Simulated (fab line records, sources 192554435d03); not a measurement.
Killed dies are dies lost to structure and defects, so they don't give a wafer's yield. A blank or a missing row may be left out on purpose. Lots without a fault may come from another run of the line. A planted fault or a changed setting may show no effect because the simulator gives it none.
One fault seen from 3 desks | flow n5_finfet | each desk has only its own numbers; what lay behind them comes last

THE METROLOGY DESK
What the gauges read, lot by lot, whatever tool the lot ran on: means of the sampled wafers that have a number. A lot is out of limits, marked OUT, if its mean lies more than 4 standard deviations from the usual mean; the brackets give that distance. Of its 12 readings 7 are shown: those that lie furthest out on some lot.
Columns: A = cd_nm at N5_GATE_CUT_CD_MEAS_13, usual 20.12 nm; B = GATE_CUT_OVL at N5_GATE_CUT_OVL_MEAS_14, usual 0.0 nm; C = DIBL_P at N5_BEOL_M4_RC_MEAS_101, usual 36.0 mV/V; D = IOFF_P at N5_BEOL_M4_RC_MEAS_101, usual 0.21 nA/um; E = ION_P at N5_BEOL_M4_RC_MEAS_101, usual 462 uA/um; F = SS_P at N5_BEOL_M4_RC_MEAS_101, usual 73.2 mV/dec; G = VT_P at N5_BEOL_M4_RC_MEAS_101, usual -250 mV
lot  | first seen here | A     | B    | C    | D    | E   | F    | G
L867 | day 4 17:49     | 20.27 | -0.0 | 37.3 | 0.20 | 460 | 73.6 | -252
L868 | day 5 00:53     | 20.33 | 0.8  | 39.7 | 0.30 | 472 | 73.8 | -242
L876 | day 7 04:36     | 19.68 | -0.3 | 36.2 | 0.24 | 470 | 72.9 | -245
L877 | day 7 07:18     | 19.47 | 0.0  | 36.5 | 0.18 | 453 | 73.2 | -253
L884 | day 8 22:43     | 20.06 | 0.0  | 34.1 | 0.16 | 455 | 72.4 | -256
L889 | day 10 08:10    | 19.89 | -0.1 | 34.0 | 0.18 | 455 | 73.3 | -254
This desk's finding: nothing out of limits on any of the 6 lots.

THE TOOL OWNER'S DESK: euv_scanner-02
The tool's own readings at N5_GATE_CUT_EXPOSE_10 (exposes mask GATE CUT, target cd 20 nm): means of the sampled wafers that have a number, for each lot that ran on this tool. A lot is out of limits, marked OUT, if its mean lies more than 4 standard deviations from the usual mean; the brackets give that distance.
Columns: A = exposure_dose_mJ_cm2 at N5_GATE_CUT_EXPOSE_10, usual 43.17
lot  | first seen here | A
L868 | day 5 00:46     | 43.09
L876 | day 7 04:29     | 42.33 (-11) OUT
L877 | day 7 07:10     | 42.45 (-9.9) OUT
This desk's finding: out of limits on L876, L877; first on L876, day 7 04:29 (exposure_dose_mJ_cm2 at N5_GATE_CUT_EXPOSE_10). In limits: L868.

THE DEFECT DESK
What the inspections along the route counted, lot by lot: means of the sampled wafers that have a number. A lot is out of limits, marked OUT, if its mean lies more than 4 standard deviations from the usual mean; the brackets give that distance.
Columns: A = raw_defect_count at N5_GATE_CUT_INSPECT_15, usual 140
lot  | first seen here | A
L867 | day 4 17:53     | 120
L868 | day 5 00:59     | 132
L876 | day 7 04:41     | 125
L877 | day 7 07:23     | 166
L884 | day 8 22:48     | 176
L889 | day 10 08:16    | 150
This desk's finding: nothing out of limits on any of the 6 lots.

PUT TOGETHER
The tool owner's desk could have raised an alarm at day 7 04:29, on L876, L877.
The metrology desk saw nothing out of limits.
The defect desk saw nothing out of limits.
The metrology desk has L876, L877 on record, within its limits.
The defect desk has L876, L877 on record, within its limits.
Of the lots named, all ran N5_GATE_CUT_EXPOSE_10 on euv_scanner-02.

WHAT THE SIMULATOR HAD PUT IN
Process parameter drift: euv_scanner-02, from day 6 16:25 on, at N5_GATE_CUT_EXPOSE_10. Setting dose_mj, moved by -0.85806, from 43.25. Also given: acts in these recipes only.
Lots struck among those shown: L876, L877.
Hours from the fault's start to each desk's first reading out of limits: the tool owner's desk, 12.
